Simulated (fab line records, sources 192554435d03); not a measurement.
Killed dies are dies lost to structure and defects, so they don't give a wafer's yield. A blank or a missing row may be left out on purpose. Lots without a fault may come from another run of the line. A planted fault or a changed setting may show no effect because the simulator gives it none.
Chamber matching | flow n5_finfet | N5_BEOL_M0_SAQP_ETCH_101 on rie_diel-05: 4 sister chambers
The step etches SiNx in CH3F/O2, target depth 29.9 nm, time 42.7 s. 4 wafers are shown with their chamber, then 7 later ones without.

WAFERS WITH THEIR CHAMBER
wafer  | chamber | oes_product_au (a.u.)
L076.6 | 1       | 0.73
L084.2 | 2       | 0.68
L085.3 | 3       | 0.85
L085.5 | 0       | 0.73

WAFERS WITHOUT THEIR CHAMBER
wafer  | oes_product_au (a.u.)
L085.6 | 0.73
L094.1 | 0.67
L094.2 | 0.72
L094.5 | 0.67
L095.1 | 0.67
L095.5 | 0.71
L095.6 | 0.71

WHICH CHAMBER EACH WENT THROUGH
wafer  | from the rows above          | in truth
L085.6 | can't be placed: 0 or 1      | 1
L094.1 | 2                            | 2
L094.2 | can't be placed: 0 or 1      | 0
L094.5 | 2                            | 2
L095.1 | 2                            | 2
L095.5 | can't be placed: 0 or 1 or 2 | 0
L095.6 | can't be placed: 0 or 1 or 2 | 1
Placed correctly: 3 of 7. Can't be placed from these rows: 4 (the true chamber is among the candidates in 4). Placed wrongly: 0.
How it was worked out, from the rows above alone: a wafer's distance from a chamber is the root of the sum, over the readings, of the square of ((its reading less the chamber's mean) divided by the reading's scatter). The wafer belongs to the nearest chamber; if the next one is less than 2 further off, it can't be placed. A chamber's mean is the mean of its shown wafers. The scatter: with one shown wafer a chamber, the root of the mean of the squares of how far each hidden wafer lies from its nearest shown one.
